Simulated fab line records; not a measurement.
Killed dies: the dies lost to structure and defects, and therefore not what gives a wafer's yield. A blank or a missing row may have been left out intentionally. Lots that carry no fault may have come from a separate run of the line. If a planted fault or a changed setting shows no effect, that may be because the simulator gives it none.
Split-lot experiment || flow n5Finfet || 21 wafers read across 7 lots, on a route 1938 steps long

== SPLIT DETAILS ==
At N5_BEOL_M0_CUTY_EXPOSE_54 (exposes mask M0 ABLK), the setting doseMj was moved away from the recipe's 36 on 7 of the 21 wafers read, by -4.6% to +5.5%. All remaining wafers had this setting at the recipe value.

== FROM THE SPLIT TO THE READING: what the file shows between them, 4 steps ==
- N5_BEOL_M0_CUTY_PEB_55: peb time 60 s
- N5_BEOL_M0_CUTY_DEVELOP_56: develop time 30 s
- N5_BEOL_M0_CUTY_DESCUM_61: chemistry O2, time 7.9 s
- N5_BEOL_M0_CUTY_ETCH_62: etches SiARC in CF4, time 58.5 s

== THE READING ==
BEOL_M0_CUTY.cdOffsetNm (the simulator's own value, which no gauge read), in nm, at N5_BEOL_M0_CUTY_ETCH_63 (etches SOC in N2/H2, target depth 82.7 nm, overetch 16.5 nm, time 124 s). No usual value for it is given in the file. Here, 14 wafers ran the recipe; their average is -0.5 nm with a standard deviation of 0.88 nm.

{"wafer": "L081.2", "tool, chamber at the split": "arfiScanner-02, 0", "doseMj as run": 36, "against the recipe": "recipe", "BEOL_M0_CUTY.cdOffsetNm, nm": 0, "against lot-mates on the recipe": "-"}
{"wafer": "L081.3", "tool, chamber at the split": "arfiScanner-02, 0", "doseMj as run": 36, "against the recipe": "recipe", "BEOL_M0_CUTY.cdOffsetNm, nm": 0.8, "against lot-mates on the recipe": "-"}
{"wafer": "L081.6", "tool, chamber at the split": "arfiScanner-02, 0", "doseMj as run": 37.98, "against the recipe": "+5.5%", "BEOL_M0_CUTY.cdOffsetNm, nm": -5, "against lot-mates on the recipe": -5.4}
{"wafer": "L082.2", "tool, chamber at the split": "arfiScanner-03, 0", "doseMj as run": 36, "against the recipe": "recipe", "BEOL_M0_CUTY.cdOffsetNm, nm": -0.2, "against lot-mates on the recipe": "-"}
{"wafer": "L082.3", "tool, chamber at the split": "arfiScanner-03, 0", "doseMj as run": 34.65, "against the recipe": "-3.8%", "BEOL_M0_CUTY.cdOffsetNm, nm": 2.2, "against lot-mates on the recipe": "+1.8"}
{"wafer": "L082.5", "tool, chamber at the split": "arfiScanner-03, 0", "doseMj as run": 36, "against the recipe": "recipe", "BEOL_M0_CUTY.cdOffsetNm, nm": 1, "against lot-mates on the recipe": "-"}
{"wafer": "L087.1", "tool, chamber at the split": "arfiScanner-03, 0", "doseMj as run": 36, "against the recipe": "recipe", "BEOL_M0_CUTY.cdOffsetNm, nm": -0.8, "against lot-mates on the recipe": "-"}
{"wafer": "L087.3", "tool, chamber at the split": "arfiScanner-03, 0", "doseMj as run": 34.35, "against the recipe": "-4.6%", "BEOL_M0_CUTY.cdOffsetNm, nm": 1.8, "against lot-mates on the recipe": "+2.6"}
{"wafer": "L087.5", "tool, chamber at the split": "arfiScanner-03, 0", "doseMj as run": 34.35, "against the recipe": "-4.6%", "BEOL_M0_CUTY.cdOffsetNm, nm": 1.4, "against lot-mates on the recipe": "+2.2"}
{"wafer": "L088.1", "tool, chamber at the split": "arfiScanner-02, 0", "doseMj as run": 36, "against the recipe": "recipe", "BEOL_M0_CUTY.cdOffsetNm, nm": -1.4, "against lot-mates on the recipe": "-"}
{"wafer": "L088.4", "tool, chamber at the split": "arfiScanner-02, 0", "doseMj as run": 36, "against the recipe": "recipe", "BEOL_M0_CUTY.cdOffsetNm, nm": -0.4, "against lot-mates on the recipe": "-"}
{"wafer": "L088.5", "tool, chamber at the split": "arfiScanner-02, 0", "doseMj as run": 36, "against the recipe": "recipe", "BEOL_M0_CUTY.cdOffsetNm, nm": -2, "against lot-mates on the recipe": "-"}
{"wafer": "L089.3", "tool, chamber at the split": "arfiScanner-03, 0", "doseMj as run": 36, "against the recipe": "recipe", "BEOL_M0_CUTY.cdOffsetNm, nm": 0, "against lot-mates on the recipe": "-"}
{"wafer": "L089.4", "tool, chamber at the split": "arfiScanner-03, 0", "doseMj as run": 35.13, "against the recipe": "-2.4%", "BEOL_M0_CUTY.cdOffsetNm, nm": 2.4, "against lot-mates on the recipe": "+2.9"}
{"wafer": "L089.5", "tool, chamber at the split": "arfiScanner-03, 0", "doseMj as run": 36, "against the recipe": "recipe", "BEOL_M0_CUTY.cdOffsetNm, nm": -1, "against lot-mates on the recipe": "-"}
{"wafer": "L092.2", "tool, chamber at the split": "arfiScanner-03, 0", "doseMj as run": 36.73, "against the recipe": "+2.0%", "BEOL_M0_CUTY.cdOffsetNm, nm": -2.2, "against lot-mates on the recipe": -0.6}
{"wafer": "L092.5", "tool, chamber at the split": "arfiScanner-03, 0", "doseMj as run": 36.73, "against the recipe": "+2.0%", "BEOL_M0_CUTY.cdOffsetNm, nm": -3, "against lot-mates on the recipe": -1.4}
{"wafer": "L092.6", "tool, chamber at the split": "arfiScanner-03, 0", "doseMj as run": 36, "against the recipe": "recipe", "BEOL_M0_CUTY.cdOffsetNm, nm": -1.6, "against lot-mates on the recipe": "-"}
{"wafer": "L096.3", "tool, chamber at the split": "arfiScanner-02, 0", "doseMj as run": 36, "against the recipe": "recipe", "BEOL_M0_CUTY.cdOffsetNm, nm": -1.6, "against lot-mates on the recipe": "-"}
{"wafer": "L096.4", "tool, chamber at the split": "arfiScanner-02, 0", "doseMj as run": 36, "against the recipe": "recipe", "BEOL_M0_CUTY.cdOffsetNm, nm": -0.4, "against lot-mates on the recipe": "-"}
{"wafer": "L096.5", "tool, chamber at the split": "arfiScanner-02, 0", "doseMj as run": 36, "against the recipe": "recipe", "BEOL_M0_CUTY.cdOffsetNm, nm": 0.2, "against lot-mates on the recipe": "-"}

THE FIT
A straight line over all 21 wafers: BEOL_M0_CUTY.cdOffsetNm changes by -0.703 nm for each +1% of doseMj; r = -0.87; the points scatter about the line by 0.92 nm.
The same after taking each lot's own level away (the mean of its wafers on the recipe; 21 wafers): -0.698 nm for each +1%; r = -0.90; scatter 0.76 nm.
That fit puts the effect of the largest move of doseMj on the reading at 3.8 nm.
Measured against the standard deviation above, the lots' own levels, which go from -1.60 to 0.40 nm, span 2.3 times it.
So the lot-to-lot level changes the slope little: the two slopes agree.
Check: for one of the wafers moved furthest among these (+5.5%), held out of the fit, the line's prediction against its lot-mates is -3.01 nm. Against them it came out at -5.4 nm.

== THE WHOLE CHAIN: every reading that the file lists as answering this split, in the file's order ==
{"step": "N5_BEOL_M0_CUTY_ETCH_62", "what it does": "etches SiARC in CF4, time 58.5 s", "reading": "BEOL_M0_CUTY.cdOffsetNm (the simulator's own value, which no gauge read)", "change (the file's fit)": "-0.74 nm for each +1% of the setting", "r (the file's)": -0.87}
{"step": "N5_BEOL_M0_CUTY_ETCH_63", "what it does": "etches SOC in N2/H2, target depth 82.7 nm, overetch 16.5 nm, time 124 s", "reading": "BEOL_M0_CUTY.cdOffsetNm (the simulator's own value, which no gauge read)", "change (the file's fit)": "-0.75 nm for each +1% of the setting", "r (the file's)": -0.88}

== FILE'S OWN FIT ==
BEOL_M0_CUTY.cdOffsetNm changes by -0.75 nm for each +1% of doseMj, r = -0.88.
